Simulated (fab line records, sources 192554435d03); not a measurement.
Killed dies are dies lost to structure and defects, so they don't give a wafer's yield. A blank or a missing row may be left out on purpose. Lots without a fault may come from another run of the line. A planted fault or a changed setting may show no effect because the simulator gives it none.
Which tool did it? | flow n5_finfet | 24 lots, 72 wafers sampled, at 6 steps of a route of 1938

WHAT THE GAUGES READ, wafer by wafer
The record holds no reading of a measuring or inspecting step that can be judged against a usual standard deviation.

WHICH TOOL RAN EACH LOT (tool, then ch and the chambers of the sampled wafers, then the start)
lot  | N5_FIN_SAQP_MANDREL1_REMOVE_56  | N5_FIN_SAQP_RECESS_63             | N5_FIN_CUT_ETCH_21                | N5_STI_FIN_REVEAL_CMP_04     | N5_DUMMY_GATE_ETCH_23           | N5_SPACER0_ALD_07
L074 | rie_si-01 ch 0,1,2, day 2 00:30 | vapor_etch-01 ch 0,1, day 2 00:52 | rie_diel-01 ch 0,1,2, day 2 03:32 | cmp-04 ch 1,2,3, day 2 09:37 | rie_si-06 ch 1,2,3, day 3 00:09 | ald_sin-04 ch 0,1,3, day 3 00:46
L075 | rie_si-04 ch 0,2,3, day 2 06:52 | vapor_etch-02 ch 0,1, day 2 07:22 | rie_diel-06 ch 0,2,3, day 2 09:45 | cmp-01 ch 2,3, day 2 15:47   | rie_si-05 ch 2,3, day 3 04:52   | ald_sin-04 ch 0,1,2, day 3 05:22
L076 | rie_si-04 ch 2,3, day 2 12:58   | vapor_etch-02 ch 0,1, day 2 13:28 | rie_diel-01 ch 0,1,3, day 2 16:16 | cmp-04 ch 0,2,3, day 2 22:15 | rie_si-05 ch 0,1, day 3 11:35   | ald_sin-01 ch 0,1,3, day 3 12:26
L077 | rie_si-01 ch 2,3, day 2 18:50   | vapor_etch-01 ch 0,1, day 2 19:20 | rie_diel-01 ch 0,2,3, day 2 22:43 | cmp-04 ch 0,1,2, day 3 05:10 | rie_si-02 ch 1,2,3, day 3 18:23 | ald_sin-02 ch 1,2,3, day 3 18:53
L078 | rie_si-03 ch 1,3, day 3 00:19   | vapor_etch-02 ch 0,1, day 3 00:41 | rie_diel-01 ch 0,2,3, day 3 03:29 | cmp-02 ch 0,1,2, day 3 09:34 | rie_si-02 ch 0,1,3, day 3 22:46 | ald_sin-02 ch 0,1,2, day 3 23:25
L079 | rie_si-03 ch 0,2, day 3 06:25   | vapor_etch-01 ch 0,1, day 3 07:02 | rie_diel-01 ch 0,1,2, day 3 09:43 | cmp-01 ch 1,2, day 3 16:47   | rie_si-06 ch 1,3, day 4 05:51   | ald_sin-04 ch 0,2,3, day 4 06:20
L080 | rie_si-04 ch 0,3, day 3 12:37   | vapor_etch-02 ch 0,1, day 3 12:59 | rie_diel-03 ch 0,1,3, day 3 15:41 | cmp-04 ch 0,1, day 3 21:38   | rie_si-05 ch 0,1,3, day 4 11:13 | ald_sin-02 ch 0,2,3, day 4 11:43
L081 | rie_si-01 ch 2,3, day 3 19:49   | vapor_etch-01 ch 0,1, day 3 20:25 | rie_diel-03 ch 0,2,3, day 3 23:43 | cmp-01 ch 0,2,3, day 4 05:40 | rie_si-02 ch 0,2,3, day 4 18:51 | ald_sin-04 ch 0,2, day 4 22:52
L082 | rie_si-03 ch 0,1, day 4 01:53   | vapor_etch-01 ch 0,1, day 4 02:17 | rie_diel-06 ch 0,3, day 4 05:29   | cmp-04 ch 0,3, day 4 11:28   | rie_si-06 ch 1,3, day 5 04:43   | ald_sin-01 ch 0,3, day 5 05:32
L083 | rie_si-03 ch 1,2,3, day 4 08:38 | vapor_etch-02 ch 0,1, day 4 09:01 | rie_diel-03 ch 0,1,2, day 4 11:49 | cmp-04 ch 1,2,3, day 4 19:05 | rie_si-06 ch 1,2,3, day 5 11:41 | ald_sin-04 ch 0,3, day 5 12:11
L084 | rie_si-01 ch 0,1,3, day 4 14:18 | vapor_etch-02 ch 0,1, day 4 14:41 | rie_diel-01 ch 0,1,3, day 4 21:05 | cmp-02 ch 0,3, day 5 07:52   | rie_si-06 ch 1,2, day 5 21:49   | ald_sin-01 ch 1,2, day 5 22:38
L085 | rie_si-01 ch 0,1,2, day 4 21:01 | vapor_etch-01 ch 0,1, day 4 21:37 | rie_diel-01 ch 2,3, day 5 04:00   | cmp-01 ch 1,2, day 5 10:22   | rie_si-05 ch 2,3, day 6 01:37   | ald_sin-04 ch 0,2, day 6 02:06
L086 | rie_si-01 ch 1,2,3, day 5 03:21 | vapor_etch-01 ch 0,1, day 5 03:44 | rie_diel-01 ch 1,2,3, day 5 07:08 | cmp-02 ch 0,2,3, day 5 14:13 | rie_si-02 ch 0,2,3, day 6 04:55 | ald_sin-01 ch 1,2,3, day 6 05:25
L087 | rie_si-03 ch 0,2,3, day 5 10:02 | vapor_etch-01 ch 0,1, day 5 10:28 | rie_diel-01 ch 1,2,3, day 5 13:35 | cmp-02 ch 0,2,3, day 5 19:34 | rie_si-05 ch 0,1, day 6 09:33   | ald_sin-04 ch 1,2, day 6 10:07
L088 | rie_si-01 ch 1,2,3, day 5 12:55 | vapor_etch-02 ch 0,1, day 5 13:17 | rie_diel-01 ch 0,2,3, day 5 16:05 | cmp-04 ch 0,3, day 5 22:08   | rie_si-02 ch 0,1,2, day 6 12:32 | ald_sin-02 ch 1,2,3, day 6 13:05
L089 | rie_si-03 ch 2,3, day 5 17:56   | vapor_etch-02 ch 0,1, day 5 18:28 | rie_diel-01 ch 0,2, day 5 20:58   | cmp-01 ch 0,3, day 6 03:43   | rie_si-05 ch 0,1,2, day 6 17:45 | ald_sin-01 ch 1,2,3, day 6 19:00
L090 | rie_si-01 ch 1,2,3, day 6 00:23 | vapor_etch-01 ch 0,1, day 6 00:46 | rie_diel-06 ch 0,1,3, day 6 03:48 | cmp-01 ch 0,2,3, day 6 09:47 | rie_si-05 ch 0,2, day 6 22:55   | ald_sin-01 ch 0,2,3, day 6 23:28
L091 | rie_si-03 ch 0,1,2, day 6 06:19 | vapor_etch-02 ch 0,1, day 6 06:41 | rie_diel-01 ch 1,2,3, day 6 09:05 | cmp-01 ch 0,1,3, day 6 15:04 | rie_si-06 ch 0,2,3, day 7 06:11 | ald_sin-01 ch 0,2,3, day 7 06:46
L092 | rie_si-03 ch 1,2,3, day 6 13:14 | vapor_etch-02 ch 0,1, day 6 13:37 | rie_diel-06 ch 0,3, day 6 16:00   | cmp-01 ch 0,1, day 6 22:31   | rie_si-05 ch 0,1,2, day 7 16:08 | ald_sin-01 ch 0,1,2, day 7 16:47
L093 | rie_si-01 ch 1,2,3, day 6 17:36 | vapor_etch-02 ch 0,1, day 6 17:59 | rie_diel-01 ch 1,2,3, day 6 20:43 | cmp-02 ch 0,1,2, day 7 02:40 | rie_si-05 ch 1,2,3, day 7 17:23 | ald_sin-01 ch 0,2,3, day 7 17:53
L094 | rie_si-04 ch 0,2,3, day 7 00:08 | vapor_etch-01 ch 0,1, day 7 00:38 | rie_diel-06 ch 0,1, day 7 03:12   | cmp-01 ch 0,2,3, day 7 09:38 | rie_si-05 ch 1,2, day 8 00:23   | ald_sin-04 ch 2,3, day 8 01:03
L095 | rie_si-03 ch 0,1,2, day 7 05:56 | vapor_etch-01 ch 0,1, day 7 06:20 | rie_diel-01 ch 0,3, day 7 08:52   | cmp-02 ch 0,2,3, day 7 14:49 | rie_si-06 ch 0,1,3, day 8 05:49 | ald_sin-02 ch 0,1,2, day 8 06:37
L096 | rie_si-04 ch 0,1,2, day 7 11:23 | vapor_etch-02 ch 0,1, day 7 11:46 | rie_diel-03 ch 0,2,3, day 7 14:37 | cmp-02 ch 0,2,3, day 7 20:34 | rie_si-05 ch 0,1,2, day 8 09:56 | ald_sin-01 ch 1,2,3, day 8 10:26
L097 | rie_si-03 ch 1,2, day 7 17:57   | vapor_etch-01 ch 0,1, day 7 18:27 | rie_diel-06 ch 0,1,2, day 7 20:50 | cmp-02 ch 2,3, day 8 02:47   | rie_si-05 ch 0,1,3, day 8 18:10 | ald_sin-01 ch 1,2,3, day 8 18:39
- N5_FIN_SAQP_MANDREL1_REMOVE_56: chemistry HBr/Cl2/O2, target a-Si, stops on SiNx, bt time 10 s.
- N5_FIN_SAQP_RECESS_63: chemistry HF/NH3, target SiO2, target depth 18 nm, afs cycles 3, sublimation time 60 s.
- N5_FIN_CUT_ETCH_21: etches SOC in N2/H2, target depth 219 nm, overetch 43.8 nm, time 523.5 s.
- N5_STI_FIN_REVEAL_CMP_04: polishes, stops on Si3N4, t overpolish 4 s, target thk 131.83 nm.
- N5_DUMMY_GATE_ETCH_23: etches poly-Si in HBr/Cl2/O2, target depth 41 nm, time 22.3 s.
- N5_SPACER0_ALD_07: deposits SiNx, target thk 2 nm.

WHAT THE TOOLS THEMSELVES READ (means of the sampled wafers that have a number; where no wafer has one, the mark that the record gives instead)
N5_FIN_SAQP_MANDREL1_REMOVE_56.
lot  | tool      | drypump_motor_current_A (A) | oes_product_au (a.u.) | throttle_valve_pct (%)
L074 | rie_si-01 | 5.8                         | 1.005                 | 36.9
L075 | rie_si-04 | 5.8                         | 0.993                 | 36.6
L076 | rie_si-04 | 5.7                         | 0.995                 | 36.5
L077 | rie_si-01 | 5.8                         | 1.012                 | 36.5
L078 | rie_si-03 | 5.7                         | 1.001                 | 37.0
L079 | rie_si-03 | 6.4                         | 0.996                 | 37.0
L080 | rie_si-04 | 5.8                         | 0.974                 | 36.8
L081 | rie_si-01 | 5.8                         | 1.017                 | 36.5
L082 | rie_si-03 | 6.2                         | 1.007                 | 36.5
L083 | rie_si-03 | 5.9                         | 1.005                 | 37.1
L084 | rie_si-01 | 6.2                         | 1.007                 | 36.9
L085 | rie_si-01 | 5.8                         | 0.995                 | 36.9
L086 | rie_si-01 | 6.0                         | 1.007                 | 36.7
L087 | rie_si-03 | 6.2                         | 0.994                 | 37.0
L088 | rie_si-01 | 6.0                         | 1.013                 | 36.7
L089 | rie_si-03 | 5.9                         | 1.000                 | 37.3
L090 | rie_si-01 | 6.0                         | 1.013                 | 36.7
L091 | rie_si-03 | 6.2                         | 0.997                 | 36.8
L092 | rie_si-03 | 5.9                         | 1.003                 | 37.1
L093 | rie_si-01 | 6.0                         | 1.016                 | 36.7
L094 | rie_si-04 | 5.8                         | 0.990                 | 36.6
L095 | rie_si-03 | 6.2                         | 0.998                 | 36.8
L096 | rie_si-04 | 5.7                         | 1.009                 | 36.7
L097 | rie_si-03 | 6.1                         | 0.993                 | 37.2

N5_FIN_SAQP_RECESS_63.
lot  | tool          | drypump_motor_current_A (A) | temp_c (C)
L074 | vapor_etch-01 | 5.9                         | 29.95
L075 | vapor_etch-02 | 5.5                         | 30.10
L076 | vapor_etch-02 | 5.5                         | 29.94
L077 | vapor_etch-01 | 5.9                         | 29.99
L078 | vapor_etch-02 | 5.2                         | 30.04
L079 | vapor_etch-01 | 6.1                         | 29.95
L080 | vapor_etch-02 | 5.5                         | 30.02
L081 | vapor_etch-01 | 5.9                         | 30.04
L082 | vapor_etch-01 | 5.9                         | 30.01
L083 | vapor_etch-02 | 5.5                         | 30.04
L084 | vapor_etch-02 | 5.2                         | 30.14
L085 | vapor_etch-01 | 5.9                         | 30.06
L086 | vapor_etch-01 | 6.1                         | 30.03
L087 | vapor_etch-01 | 5.9                         | 29.99
L088 | vapor_etch-02 | 5.2                         | 29.94
L089 | vapor_etch-02 | 5.5                         | 29.92
L090 | vapor_etch-01 | 5.8                         | 30.13
L091 | vapor_etch-02 | 5.2                         | 29.96
L092 | vapor_etch-02 | 5.5                         | 30.06
L093 | vapor_etch-02 | 5.5                         | 29.97
L094 | vapor_etch-01 | 6.1                         | 30.01
L095 | vapor_etch-01 | 5.9                         | 29.96
L096 | vapor_etch-02 | 5.5                         | 30.03
L097 | vapor_etch-01 | 6.1                         | 29.99

N5_FIN_CUT_ETCH_21.
lot  | tool        | drypump_motor_current_A (A) | oes_product_au (a.u.) | rf_vpp_V (V) | showerhead_plenum_p_Torr (Torr) | temp_c (C) | throttle_valve_pct (%)
L074 | rie_diel-01 | 5.7                         | 0.69                  | 240.3        | 2.54                            | 39.94      | 17.7
L075 | rie_diel-06 | 5.4                         | 0.72                  | 241.2        | 2.58                            | 39.99      | 17.9
L076 | rie_diel-01 | 5.8                         | 0.77                  | 240.5        | 2.57                            | 39.97      | 17.6
L077 | rie_diel-01 | 5.8                         | 0.76                  | 240.8        | 2.52                            | 40.06      | 17.7
L078 | rie_diel-01 | 5.8                         | 0.75                  | 240.3        | 2.52                            | 40.10      | 17.7
L079 | rie_diel-01 | 5.7                         | 0.69                  | 240.7        | 2.54                            | 40.07      | 17.7
L080 | rie_diel-03 | 5.7                         | 0.74                  | 242.8        | 2.69                            | 40.03      | 17.7
L081 | rie_diel-03 | 5.4                         | 0.72                  | 241.9        | 2.61                            | 40.04      | 17.8
L082 | rie_diel-06 | 5.4                         | 0.84                  | 242.9        | 2.62                            | 40.00      | 17.6
L083 | rie_diel-03 | 5.5                         | 0.76                  | 242.0        | 2.62                            | 40.01      | 17.4
L084 | rie_diel-01 | 5.8                         | 0.74                  | 240.7        | 2.56                            | 39.97      | 17.6
L085 | rie_diel-01 | 6.2                         | 0.79                  | 239.6        | 2.46                            | 39.98      | 17.5
L086 | rie_diel-01 | 6.1                         | 0.74                  | 239.2        | 2.48                            | 40.03      | 17.6
L087 | rie_diel-01 | 6.0                         | 0.73                  | 238.9        | 2.48                            | 40.13      | 17.6
L088 | rie_diel-01 | 5.8                         | 0.73                  | 241.2        | 2.52                            | 40.03      | 17.7
L089 | rie_diel-01 | 5.5                         | 0.67                  | 241.2        | 2.57                            | 39.92      | 17.9
L090 | rie_diel-06 | 5.7                         | 0.83                  | 242.0        | 2.58                            | 40.01      | 17.5
L091 | rie_diel-01 | 6.0                         | 0.72                  | 239.9        | 2.47                            | 40.07      | 17.6
L092 | rie_diel-06 | 5.5                         | 0.81                  | 241.9        | 2.61                            | 39.95      | 17.7
L093 | rie_diel-01 | 6.1                         | 0.72                  | 241.0        | 2.47                            | 40.00      | 17.6
L094 | rie_diel-06 | 5.8                         | 0.83                  | 240.4        | 2.51                            | 39.91      | 17.5
L095 | rie_diel-01 | 5.9                         | 0.78                  | 240.4        | 2.54                            | 40.15      | 17.6
L096 | rie_diel-03 | 5.4                         | 0.70                  | 241.6        | 2.60                            | 39.98      | 17.9
L097 | rie_diel-06 | 5.6                         | 0.77                  | 240.4        | 2.53                            | 40.02      | 17.6

N5_STI_FIN_REVEAL_CMP_04.
lot  | tool   | motor_current_A (A) | overpolish_run_s (s) | time_to_endpoint_s (s)
L074 | cmp-04 | 7.6                 | 3.990                | 108
L075 | cmp-01 | 8.1                 | 4.001                | 104
L076 | cmp-04 | 7.0                 | 4.007                | 106
L077 | cmp-04 | 7.4                 | 3.997                | 110
L078 | cmp-02 | 8.2                 | 3.997                | 96
L079 | cmp-01 | 7.6                 | 4.003                | 107
L080 | cmp-04 | 7.8                 | 4.000                | 108
L081 | cmp-01 | 7.7                 | 4.010                | 112
L082 | cmp-04 | 7.3                 | 3.998                | 110
L083 | cmp-04 | 7.7                 | 4.012                | 109
L084 | cmp-02 | 8.5                 | 4.004                | 102
L085 | cmp-01 | 7.7                 | 3.998                | 113
L086 | cmp-02 | 8.4                 | 4.002                | 103
L087 | cmp-02 | 8.5                 | 3.998                | 101
L088 | cmp-04 | 7.4                 | 3.997                | 107
L089 | cmp-01 | 8.1                 | 4.001                | 111
L090 | cmp-01 | 7.7                 | 4.001                | 109
L091 | cmp-01 | 7.8                 | 3.996                | 114
L092 | cmp-01 | 7.1                 | 4.001                | 117
L093 | cmp-02 | 8.3                 | 4.002                | 101
L094 | cmp-01 | 7.7                 | 4.001                | 113
L095 | cmp-02 | 8.7                 | 4.001                | 105
L096 | cmp-02 | 8.5                 | 4.008                | 101
L097 | cmp-02 | 8.7                 | 3.995                | 102

N5_DUMMY_GATE_ETCH_23.
lot  | tool      | drypump_motor_current_A (A) | oes_product_au (a.u.) | throttle_valve_pct (%)
L074 | rie_si-06 | 5.6                         | 1.020                 | 37.17
L075 | rie_si-05 | 6.3                         | 0.995                 | 37.36
L076 | rie_si-05 | 5.0                         | 0.999                 | 36.91
L077 | rie_si-02 | 5.9                         | 1.010                 | 37.43
L078 | rie_si-02 | 6.1                         | 1.002                 | 37.27
L079 | rie_si-06 | 5.7                         | 1.021                 | 37.40
L080 | rie_si-05 | 5.5                         | 0.993                 | 37.10
L081 | rie_si-02 | 6.0                         | 0.998                 | 37.51
L082 | rie_si-06 | 5.7                         | 1.022                 | 37.40
L083 | rie_si-06 | 5.6                         | 1.008                 | 37.16
L084 | rie_si-06 | 5.2                         | 1.012                 | 37.08
L085 | rie_si-05 | 6.4                         | 0.987                 | 37.34
L086 | rie_si-02 | 6.1                         | 0.997                 | 37.49
L087 | rie_si-05 | 5.1                         | 0.998                 | 37.12
L088 | rie_si-02 | 5.8                         | 0.992                 | 37.46
L089 | rie_si-05 | 5.4                         | 0.993                 | 37.21
L090 | rie_si-05 | 5.9                         | 1.002                 | 37.30
L091 | rie_si-06 | 5.9                         | 1.004                 | 36.94
L092 | rie_si-05 | 5.4                         | 0.996                 | 37.19
L093 | rie_si-05 | 5.9                         | 1.006                 | 37.24
L094 | rie_si-05 | 5.3                         | 1.001                 | 37.18
L095 | rie_si-06 | 5.6                         | 1.017                 | 37.12
L096 | rie_si-05 | 5.4                         | 0.997                 | 37.20
L097 | rie_si-05 | 5.5                         | 0.998                 | 37.17

N5_SPACER0_ALD_07.
lot  | tool       | heater_power_w (W)
L074 | ald_sin-04 | 822
L075 | ald_sin-04 | 813
L076 | ald_sin-01 | 821
L077 | ald_sin-02 | 786
L078 | ald_sin-02 | 813
L079 | ald_sin-04 | 778
L080 | ald_sin-02 | 813
L081 | ald_sin-04 | 767
L082 | ald_sin-01 | 824
L083 | ald_sin-04 | 806
L084 | ald_sin-01 | 979
L085 | ald_sin-04 | 819
L086 | ald_sin-01 | 931
L087 | ald_sin-04 | 754
L088 | ald_sin-02 | 757
L089 | ald_sin-01 | 933
L090 | ald_sin-01 | 890
L091 | ald_sin-01 | 903
L092 | ald_sin-01 | 876
L093 | ald_sin-01 | 895
L094 | ald_sin-04 | 759
L095 | ald_sin-02 | 808
L096 | ald_sin-01 | 943
L097 | ald_sin-01 | 939

THE ANSWER, worked out from the rows above alone
Rule: what is usual is taken from the lots themselves. Put in order of their means at a reading, lots are off if they are a third of the lots or fewer, leave a main group of 4 or more, and stand apart from it by a gap of 3 or more times the standard deviation of the main group's means; of several such gaps the widest counts. A main group whose means are all the same, to the digits that the tables above print for the reading, isn't used. A lot without any number at a reading at which 4 lots or more have one is off too. The other lots that the step has rows for count as sound. The gauges are gone through in route order, then the tools' own readings, and for those a lot's mean is taken as printed above. The first step at which some lot is off is used, and at that step the reading that is off furthest; a lot without a number counts as furthest.
No lot is off at any reading shown: from this, nothing can be told.

WHAT THE SIMULATOR HAD PUT IN
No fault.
